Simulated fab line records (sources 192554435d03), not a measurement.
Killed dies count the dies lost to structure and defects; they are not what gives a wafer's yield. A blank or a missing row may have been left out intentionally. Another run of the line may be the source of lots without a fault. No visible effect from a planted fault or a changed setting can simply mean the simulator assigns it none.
Matching of chambers    flow n5-finfet    N5_BEOL_M3_STRIP_36 on rie-diel-04: 4 sister chambers
The step strips in N2/H2. 4 wafers are shown with their chamber, then 7 later ones without.

## WAFERS WITH THEIR CHAMBER
wafer   chamber  throttle-valve-pct (%)
L088.2  1        24.0
L087.5  2        23.4
L091.1  0        22.9
L091.3  3        23.2

## WAFERS MISSING THEIR CHAMBER
wafer   throttle-valve-pct (%)
L091.4  23.2
L094.2  22.9
L094.5  23.2
L094.6  23.0
L097.1  23.2
L097.2  23.4
L097.5  23.2

## WHICH CHAMBER EACH WENT THROUGH
wafer   from the rows above  in truth
L091.4  3                    3
L094.2  0                    0
L094.5  3                    3
L094.6  0                    0
L097.1  3                    3
L097.2  2                    2
L097.5  3                    3
Placed correctly: 7 of 7. Left unplaced by these rows: 0. Wrongly placed: 0.
How it was worked out, from the rows above alone: a wafer's distance from a chamber is the root of the sum, over the readings, of the square of ((its reading less the chamber's mean) divided by the reading's scatter). The wafer belongs to the nearest chamber; if the next one is less than 2 further off, it can't be placed. Each chamber's mean is taken over the wafers shown for it. The scatter: root of mean squared gap, hidden wafer to nearest shown wafer, with one shown wafer a chamber.
